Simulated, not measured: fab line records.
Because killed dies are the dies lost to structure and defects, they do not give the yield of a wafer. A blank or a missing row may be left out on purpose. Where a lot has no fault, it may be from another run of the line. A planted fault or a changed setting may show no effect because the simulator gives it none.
3 desks looking at one fault ; flow nand harc ; each desk holds nothing but its own numbers, with what lay behind them at the end

## THE DEFECT DESK
Per lot, the means of the sampled wafers with a number show what the inspections along the route counted. A lot is out of limits, marked OUT, if its mean lies more than 4 standard deviations from the usual mean; the brackets give that distance.
Columns: A = raw defect count at NHARC_P_GATE_INSPECT_68, usual 207
lot;first seen here;A
L174;day 6 01:55;301
L178;day 7 06:16;198
L179;day 7 17:11;171
L180;day 8 10:05;141
L181;day 8 16:21;208
L182;day 9 02:51;179
L184;day 9 19:47;231
L187;day 11 00:31;956 (+7.9) OUT
L190;day 12 14:27;510
L194;day 14 02:31;585
L195;day 14 15:18;205
L197;day 15 08:28;342
This desk's finding: out of limits on L187; first on L187, day 11 00:31 (raw defect count at NHARC_P_GATE_INSPECT_68). In limits: L174, L178, L179, L180, L181, L182, L184, L190, L194, L195, L197.

## AT THE TOOL OWNER'S DESK: plasma asher-01
The tool's own readings at NHARC_P_GATE_STRIP_75 (strips in O2): means of the sampled wafers that have a number, for each lot that ran on this tool. A lot is out of limits, marked OUT, if its mean lies more than 4 standard deviations from the usual mean; the brackets give that distance.
Columns: A = drypump motor current A at NHARC_P_GATE_STRIP_75, usual 6.0 A; B = heater power w at NHARC_P_GATE_STRIP_75, usual 326 W
lot;first seen here;A;B
L181;day 8 10:35;6.2;319
L182;day 8 21:08;6.2;302
L184;day 9 14:19;6.2;299
L187;day 10 18:29;6.2;303
L190;day 12 08:54;6.3;325
L197;day 15 02:43;6.3;321
This desk's finding: nothing out of limits on any of the 6 lots.

## METROLOGY DESK
What the gauges read, lot by lot, whatever tool the lot ran on: means of the sampled wafers that have a number. A lot is out of limits, marked OUT, if its mean lies more than 4 standard deviations from the usual mean; the brackets give that distance.
Columns: A = cd nm at NHARC_P_GATE_CD_MEAS_59, usual 721.7 nm
lot;first seen here;A
L174;day 5 21:04;722.4
L178;day 7 01:29;721.0
L179;day 7 12:22;721.5
L180;day 8 05:09;722.2
L181;day 8 11:31;718.7
L182;day 8 22:04;723.0
L184;day 9 15:06;722.9
L187;day 10 19:23;723.8
L190;day 12 09:41;721.9
L194;day 13 21:44;719.1
L195;day 14 10:21;721.7
L197;day 15 03:31;721.5
This desk's finding: nothing out of limits on any of the 12 lots.

## TAKEN TOGETHER
The defect desk could have raised an alarm at day 11 00:31, on L187.
Nothing out of limits was seen by the tool owner's desk.
The metrology desk saw nothing out of limits.
Tool owner's desk: L187 on record, inside its limits.
The metrology desk has L187 on record, within its limits.
NHARC_P_GATE_STRIP_75 was run on plasma asher-01 by each of the lots named.

## WHAT THE SIMULATOR HAD PUT IN
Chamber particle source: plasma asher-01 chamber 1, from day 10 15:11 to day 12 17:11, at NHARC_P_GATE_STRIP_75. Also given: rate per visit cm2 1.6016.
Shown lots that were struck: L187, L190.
Hours from the fault's start to each desk's first reading out of limits: the defect desk, 9.
